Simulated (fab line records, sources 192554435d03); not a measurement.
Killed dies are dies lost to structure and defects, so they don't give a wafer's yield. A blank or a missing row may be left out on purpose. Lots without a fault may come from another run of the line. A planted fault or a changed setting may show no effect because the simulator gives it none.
Chamber matching | flow n5_finfet | N5_MOL_CONTACT_COAG_ALD_27 on ald_sin-01: 4 sister chambers
The step deposits SiOC, target thk 17 nm, pulse time 1.5 s, time 2720 s. 4 wafers are shown with their chamber, then 12 later ones without.

WAFERS WITH THEIR CHAMBER
wafer  | chamber | heater_power_w (W)
L084.5 | 1       | 582
L084.6 | 2       | 724
L086.3 | 3       | 1064
L086.5 | 0       | 921

WAFERS WITHOUT THEIR CHAMBER
wafer  | heater_power_w (W)
L092.1 | 560
L092.4 | 768
L092.6 | 550
L094.1 | 1073
L094.2 | 924
L094.5 | 921
L095.1 | 934
L095.2 | 1105
L095.5 | 945
L096.1 | 772
L096.2 | 921
L096.6 | 1062

WHICH CHAMBER EACH WENT THROUGH
wafer  | from the rows above | in truth
L092.1 | 1                   | 1
L092.4 | 2                   | 2
L092.6 | 1                   | 1
L094.1 | 3                   | 3
L094.2 | 0                   | 0
L094.5 | 0                   | 0
L095.1 | 0                   | 0
L095.2 | 3                   | 3
L095.5 | 0                   | 0
L096.1 | 2                   | 2
L096.2 | 0                   | 0
L096.6 | 3                   | 3
Placed correctly: 12 of 12. Can't be placed from these rows: 0. Placed wrongly: 0.
How it was worked out, from the rows above alone: a wafer's distance from a chamber is the root of the sum, over the readings, of the square of ((its reading less the chamber's mean) divided by the reading's scatter). The wafer belongs to the nearest chamber; if the next one is less than 2 further off, it can't be placed. A chamber's mean is the mean of its shown wafers. The scatter: with one shown wafer a chamber, the root of the mean of the squares of how far each hidden wafer lies from its nearest shown one.
